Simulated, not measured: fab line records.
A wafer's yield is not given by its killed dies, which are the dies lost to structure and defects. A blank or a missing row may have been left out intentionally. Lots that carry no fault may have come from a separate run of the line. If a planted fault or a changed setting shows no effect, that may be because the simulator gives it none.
Chamber matching ; flow nand-harc ; rie-diel-11 running NHARC_A_STAIRCASE_DESCUM_219: 4 sister chambers
The step chemistry O2, time 3 s. 4 wafers are shown with their chamber, then 8 later ones without.

== WAFERS PAIRED WITH THEIR CHAMBERS ==
wafer;chamber;drypump-motor-current-A (A)
L083.6;3;5.4
L091.4;0;5.5
L091.5;2;6.4
L092.1;1;5.4

== WAFERS WHOSE CHAMBER IS MISSING ==
wafer;drypump-motor-current-A (A)
L092.3;6.4
L092.5;5.4
L094.1;6.4
L094.2;5.5
L094.3;5.4
L093.1;6.4
L093.2;5.3
L093.4;5.4

== THE CHAMBER EACH PASSED THROUGH ==
wafer;from the rows above;in truth
L092.3;2;2
L092.5;can't be placed: 1 or 3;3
L094.1;2;2
L094.2;0;0
L094.3;can't be placed: 1 or 3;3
L093.1;2;2
L093.2;can't be placed: 1 or 3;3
L093.4;can't be placed: 1 or 3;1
Correct placement for 4 of the 8. From these rows, 4 cannot be placed; in 4 the true chamber is one of the candidates. Wrongly placed: 0.
How it was worked out, from the rows above alone: a wafer's distance from a chamber is the root of the sum, over the readings, of the square of ((its reading less the chamber's mean) divided by the reading's scatter). The wafer belongs to the nearest chamber; if the next one is less than 2 further off, it can't be placed. A chamber's mean is the mean of its shown wafers. The scatter (one wafer shown for each chamber): square how far every hidden wafer sits from the nearest shown wafer, average those squares and take the square root.
